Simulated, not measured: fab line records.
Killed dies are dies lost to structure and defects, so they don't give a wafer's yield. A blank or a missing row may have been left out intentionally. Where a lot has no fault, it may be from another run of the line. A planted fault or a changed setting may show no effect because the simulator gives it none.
Which tool did it? :: flow n5Finfet :: 10 lots, 29 wafers sampled, at 6 steps of a route of 1938

## WHAT THE GAUGES READ, wafer by wafer
N5_BEOL_M12_CD_MEAS_28 targets a cd of 160.2 nm. Usual: cdNm 160.5 nm, standard deviation 1.3.
lot: L621
measured: day 11 07:44
on: cdSem-03
cdNm (nm): 161.3 161.6 161.0
flag: 

lot: L622
measured: day 11 15:34
on: cdSem-02
cdNm (nm): 161.4 162.4 160.1
flag: 

lot: L623
measured: day 11 21:27
on: cdSem-02
cdNm (nm): 159.7 159.3 159.4
flag: 

lot: L624
measured: day 12 02:53
on: cdSem-01
cdNm (nm): 159.8 162.0 160.2
flag: 

lot: L630
measured: day 12 20:58
on: cdSem-03
cdNm (nm): 158.5 159.1 159.5
flag: 

lot: L628
measured: day 12 21:40
on: cdSem-03
cdNm (nm): 161.3 160.1 162.3
flag: 

lot: L636
measured: day 14 23:11
on: cdSem-02
cdNm (nm): 158.9 159.4 159.0
flag: 

lot: L637
measured: day 15 08:49
on: cdSem-01
cdNm (nm): 162.6 160.6 162.4
flag: 

lot: L642
measured: day 16 23:05
on: cdSem-03
cdNm (nm): 158.1 159.1 160.2
flag: 

lot: L643
measured: day 17 00:13
on: cdSem-01
cdNm (nm): 162.0 162.8
flag: 

N5_BEOL_M12_OCD_MEAS_35. Usual: trenchDepthNm 319 nm, standard deviation 4.4.
lot: L621
measured: day 11 10:04
on: ocd-01
trenchDepthNm (nm): 316 321 326
flag: 

lot: L622
measured: day 11 16:28
on: ocd-01
trenchDepthNm (nm): 324 316 319
flag: 

lot: L623
measured: day 11 22:06
on: ocd-02
trenchDepthNm (nm): 325 316 315
flag: 

lot: L624
measured: day 12 03:31
on: ocd-02
trenchDepthNm (nm): 328 318 317
flag: 

lot: L630
measured: day 12 21:40
on: ocd-02
trenchDepthNm (nm): 322 321 326
flag: 

lot: L628
measured: day 12 22:21
on: ocd-01
trenchDepthNm (nm): 309 319 310
flag: 

lot: L636
measured: day 14 23:47
on: ocd-02
trenchDepthNm (nm): 306 317 321
flag: 

lot: L637
measured: day 15 09:26
on: ocd-02
trenchDepthNm (nm): 328 324 329
flag: 

lot: L642
measured: day 16 23:41
on: ocd-01
trenchDepthNm (nm): 310 318 321
flag: 

lot: L643
measured: day 17 00:49
on: ocd-02
trenchDepthNm (nm): 319 317
flag: 

N5_BEOL_M12_RS_MEAS_54: a four-point-probe measurement. Usual: M12_RS 0.0599 ohm/sq, standard deviation 0.00094.
lot: L621
measured: day 11 13:19
on: filmMetro-01
M12_RS (ohm/sq): 0.0603 0.0593 0.0588
flag: 

lot: L622
measured: day 11 19:46
on: filmMetro-02
M12_RS (ohm/sq): 0.0591 0.0607 0.0598
flag: 

lot: L623
measured: day 12 00:18
on: filmMetro-02
M12_RS (ohm/sq): 0.0590 0.0606 0.0608
flag: 

lot: L624
measured: day 12 12:00
on: filmMetro-02
M12_RS (ohm/sq): 0.0578 0.0604 0.0600
flag: 

lot: L630
measured: day 13 05:54
on: filmMetro-01
M12_RS (ohm/sq): 0.0594 0.0596 0.0586
flag: 

lot: L628
measured: day 13 08:21
on: filmMetro-02
M12_RS (ohm/sq): 0.0623 0.0600 0.0619
flag: 

lot: L636
measured: day 15 03:56
on: filmMetro-01
M12_RS (ohm/sq): 0.0630 0.0604 0.0594
flag: 

lot: L637
measured: day 15 13:20
on: filmMetro-02
M12_RS (ohm/sq): 0.0582 0.0590 0.0580
flag: 

lot: L642
measured: day 17 01:25
on: filmMetro-01
M12_RS (ohm/sq): 0.0621 0.0605 0.0599
flag: 

lot: L643
measured: day 17 04:47
on: filmMetro-02
M12_RS (ohm/sq): 0.0602 0.0606
flag: 

## WHAT TOOL EACH LOT RAN ON (gives the tool, then ch and the chambers of the sampled wafers, and finally the start)
lot: L621
N5_BEOL_M12_STRIP_64: plasmaAsher-02 ch 0,1, day 11 07:16
N5_BEOL_M12_TRENCH_ETCH_34: rieDiel-01 ch 0,1, day 11 09:55
N5_BEOL_M12_DEGAS_41: pvdSputter-01, day 11 12:06

lot: L622
N5_BEOL_M12_STRIP_64: plasmaAsher-02 ch 0,1, day 11 14:58
N5_BEOL_M12_TRENCH_ETCH_34: rieDiel-01 ch 1,2,3, day 11 16:19
N5_BEOL_M12_DEGAS_41: pvdSputter-01, day 11 18:32

lot: L623
N5_BEOL_M12_STRIP_64: plasmaAsher-01 ch 1, day 11 20:59
N5_BEOL_M12_TRENCH_ETCH_34: rieDiel-06 ch 0,3, day 11 21:57
N5_BEOL_M12_DEGAS_41: pvdSputter-02, day 11 23:03

lot: L624
N5_BEOL_M12_STRIP_64: plasmaAsher-02 ch 0,1, day 12 02:24
N5_BEOL_M12_TRENCH_ETCH_34: rieDiel-06 ch 1,2, day 12 03:22
N5_BEOL_M12_DEGAS_41: pvdSputter-03, day 12 09:54

lot: L630
N5_BEOL_M12_STRIP_64: plasmaAsher-01 ch 0,1, day 12 20:29
N5_BEOL_M12_TRENCH_ETCH_34: rieDiel-03 ch 2,3, day 12 21:30
N5_BEOL_M12_DEGAS_41: pvdSputter-02, day 13 04:39

lot: L628
N5_BEOL_M12_STRIP_64: plasmaAsher-01 ch 0,1, day 12 21:11
N5_BEOL_M12_TRENCH_ETCH_34: rieDiel-01 ch 0,3, day 12 22:12
N5_BEOL_M12_DEGAS_41: pvdSputter-02, day 13 07:08

lot: L636
N5_BEOL_M12_STRIP_64: plasmaAsher-01 ch 0,1, day 14 22:35
N5_BEOL_M12_TRENCH_ETCH_34: rieDiel-01 ch 2,3, day 14 23:38
N5_BEOL_M12_DEGAS_41: pvdSputter-02, day 15 02:42

lot: L637
N5_BEOL_M12_STRIP_64: plasmaAsher-01 ch 0,1, day 15 08:11
N5_BEOL_M12_TRENCH_ETCH_34: rieDiel-06 ch 1,2, day 15 09:17
N5_BEOL_M12_DEGAS_41: pvdSputter-01, day 15 12:07

lot: L642
N5_BEOL_M12_STRIP_64: plasmaAsher-02 ch 0,1, day 16 22:37
N5_BEOL_M12_TRENCH_ETCH_34: rieDiel-03 ch 0,1,2, day 16 23:32
N5_BEOL_M12_DEGAS_41: pvdSputter-01, day 17 00:11

lot: L643
N5_BEOL_M12_STRIP_64: plasmaAsher-02 ch 0,1, day 16 23:38
N5_BEOL_M12_TRENCH_ETCH_34: rieDiel-06 ch 0,3, day 17 00:43
N5_BEOL_M12_DEGAS_41: pvdSputter-01, day 17 03:35
- N5_BEOL_M12_STRIP_64: strips in N2/H2.
- N5_BEOL_M12_TRENCH_ETCH_34: etches SiOC in C4F8/O2/Ar, target depth 318.95 nm, time 125.5 s.
- N5_BEOL_M12_DEGAS_41: time 60 s.

## WHAT THE TOOLS THEMSELVES READ (means of the sampled wafers that have a number; where no wafer has one, the mark that the record gives instead)
N5_BEOL_M12_STRIP_64. Usual: drypumpMotorCurrentA 5.9 A, standard deviation 0.31; h2FlowSccm 3250 sccm, standard deviation 9.3; heaterPowerW 352 W, standard deviation 36; oesProductAu 0.715 a.u., standard deviation 0.0043; stripTimeToEndpointS 31.32 s, standard deviation 0.062; tempC 249.99 C, standard deviation 0.16.
lot: L621
tool: plasmaAsher-02
drypumpMotorCurrentA (A): 6.0
h2FlowSccm (sccm): 3253
heaterPowerW (W): 321
oesProductAu (a.u.): 0.718
stripTimeToEndpointS (s): 31.32
tempC (C): 249.89
flag: 

lot: L622
tool: plasmaAsher-02
drypumpMotorCurrentA (A): 6.0
h2FlowSccm (sccm): 3241
heaterPowerW (W): 328
oesProductAu (a.u.): 0.716
stripTimeToEndpointS (s): 31.38
tempC (C): 249.99
flag: 

lot: L623
tool: plasmaAsher-01
drypumpMotorCurrentA (A): 5.4
h2FlowSccm (sccm): 3259
heaterPowerW (W): 340
oesProductAu (a.u.): 0.720
stripTimeToEndpointS (s): 31.38
tempC (C): 249.97
flag: 

lot: L624
tool: plasmaAsher-02
drypumpMotorCurrentA (A): 6.1
h2FlowSccm (sccm): 3231
heaterPowerW (W): 345
oesProductAu (a.u.): 0.716
stripTimeToEndpointS (s): 31.22
tempC (C): 249.83
flag: 

lot: L630
tool: plasmaAsher-01
drypumpMotorCurrentA (A): 5.6
h2FlowSccm (sccm): 3256
heaterPowerW (W): 357
oesProductAu (a.u.): 0.714
stripTimeToEndpointS (s): 31.32
tempC (C): 249.94
flag: 

lot: L628
tool: plasmaAsher-01
drypumpMotorCurrentA (A): 5.8
h2FlowSccm (sccm): 3252
heaterPowerW (W): 374
oesProductAu (a.u.): 0.715
stripTimeToEndpointS (s): 31.29
tempC (C): 249.91
flag: 

lot: L636
tool: plasmaAsher-01
drypumpMotorCurrentA (A): 5.8
h2FlowSccm (sccm): 3252
heaterPowerW (W): 373
oesProductAu (a.u.): 0.721
stripTimeToEndpointS (s): 31.33
tempC (C): 249.95
flag: 

lot: L637
tool: plasmaAsher-01
drypumpMotorCurrentA (A): 5.6
h2FlowSccm (sccm): 3246
heaterPowerW (W): 357
oesProductAu (a.u.): 0.717
stripTimeToEndpointS (s): 31.37
tempC (C): 250.16
flag: 

lot: L642
tool: plasmaAsher-02
drypumpMotorCurrentA (A): 6.0
h2FlowSccm (sccm): 3255
heaterPowerW (W): 326
oesProductAu (a.u.): 0.717
stripTimeToEndpointS (s): 31.32
tempC (C): 249.97
flag: 

lot: L643
tool: plasmaAsher-02
drypumpMotorCurrentA (A): 6.0
h2FlowSccm (sccm): 3253
heaterPowerW (W): 336
oesProductAu (a.u.): 0.717
stripTimeToEndpointS (s): 31.36
tempC (C): 249.95
flag: 

N5_BEOL_M12_TRENCH_ETCH_34. Usual: drypumpMotorCurrentA 5.8 A, standard deviation 0.54; oesProductAu 0.81 a.u., standard deviation 0.087; rfVppV 667.3 V, standard deviation 2.8; showerheadPlenumPTorr 3.49 Torr, standard deviation 0.1; throttleValvePct 24.10 %, standard deviation 0.24.
lot: L621
tool: rieDiel-01
drypumpMotorCurrentA (A): 6.0
oesProductAu (a.u.): 0.89
rfVppV (V): 670.2
showerheadPlenumPTorr (Torr): 3.63
throttleValvePct (%): 23.95
flag: 

lot: L622
tool: rieDiel-01
drypumpMotorCurrentA (A): 5.9
oesProductAu (a.u.): 0.88
rfVppV (V): 669.1
showerheadPlenumPTorr (Torr): 3.57
throttleValvePct (%): 23.94
flag: 

lot: L623
tool: rieDiel-06
drypumpMotorCurrentA (A): 5.5
oesProductAu (a.u.): 0.83
rfVppV (V): 670.8
showerheadPlenumPTorr (Torr): 3.58
throttleValvePct (%): 24.14
flag: 

lot: L624
tool: rieDiel-06
drypumpMotorCurrentA (A): 6.5
oesProductAu (a.u.): 0.79
rfVppV (V): 666.4
showerheadPlenumPTorr (Torr): 3.45
throttleValvePct (%): 24.09
flag: 

lot: L630
tool: rieDiel-03
drypumpMotorCurrentA (A): 5.3
oesProductAu (a.u.): 0.77
rfVppV (V): 664.1
showerheadPlenumPTorr (Torr): 3.42
throttleValvePct (%): 24.56
flag: 

lot: L628
tool: rieDiel-01
drypumpMotorCurrentA (A): 6.4
oesProductAu (a.u.): 0.77
rfVppV (V): 668.4
showerheadPlenumPTorr (Torr): 3.52
throttleValvePct (%): 24.02
flag: 

lot: L636
tool: rieDiel-01
drypumpMotorCurrentA (A): 5.7
oesProductAu (a.u.): 0.80
rfVppV (V): 667.6
showerheadPlenumPTorr (Torr): 3.53
throttleValvePct (%): 24.00
flag: 

lot: L637
tool: rieDiel-06
drypumpMotorCurrentA (A): 6.4
oesProductAu (a.u.): 0.93
rfVppV (V): 665.0
showerheadPlenumPTorr (Torr): 3.40
throttleValvePct (%): 23.94
flag: 

lot: L642
tool: rieDiel-03
drypumpMotorCurrentA (A): 5.2
oesProductAu (a.u.): 0.84
rfVppV (V): 666.1
showerheadPlenumPTorr (Torr): 3.44
throttleValvePct (%): 24.12
flag: 

lot: L643
tool: rieDiel-06
drypumpMotorCurrentA (A): 5.6
oesProductAu (a.u.): 0.88
rfVppV (V): 668.6
showerheadPlenumPTorr (Torr): 3.54
throttleValvePct (%): 24.07
flag: 

N5_BEOL_M12_DEGAS_41. Usual: heaterPowerW 328 W, standard deviation 40.
lot: L621
tool: pvdSputter-01
heaterPowerW (W): 329
flag: 

lot: L622
tool: pvdSputter-01
heaterPowerW (W): 335
flag: 

lot: L623
tool: pvdSputter-02
heaterPowerW (W): 344
flag: 

lot: L624
tool: pvdSputter-03
heaterPowerW (W): 307
flag: 

lot: L630
tool: pvdSputter-02
heaterPowerW (W): 387
flag: 

lot: L628
tool: pvdSputter-02
heaterPowerW (W): 309
flag: 

lot: L636
tool: pvdSputter-02
heaterPowerW (W): 302
flag: 

lot: L637
tool: pvdSputter-01
heaterPowerW (W): 334
flag: 

lot: L642
tool: pvdSputter-01
heaterPowerW (W): 311
flag: 

lot: L643
tool: pvdSputter-01
heaterPowerW (W): 309
flag: 

## THE ANSWER, worked out from the rows above alone
Rule: take the mean of a lot's wafers that have a number; if it is more than 3 standard deviations from the usual mean, the lot is off. Also off: a lot with no number at a reading for which 4 or more lots have one. Any other lot the step has rows for is counted as sound. The gauges are gone through in route order, then the tools' own readings, and for those a lot's mean is taken as printed above. At the first step where some lot is off, the reading lying furthest off is the one used; lots without a number count as furthest.
No lot is off at any reading shown: from this, nothing can be told.

## WHAT HAD BEEN PUT IN BY THE SIMULATOR
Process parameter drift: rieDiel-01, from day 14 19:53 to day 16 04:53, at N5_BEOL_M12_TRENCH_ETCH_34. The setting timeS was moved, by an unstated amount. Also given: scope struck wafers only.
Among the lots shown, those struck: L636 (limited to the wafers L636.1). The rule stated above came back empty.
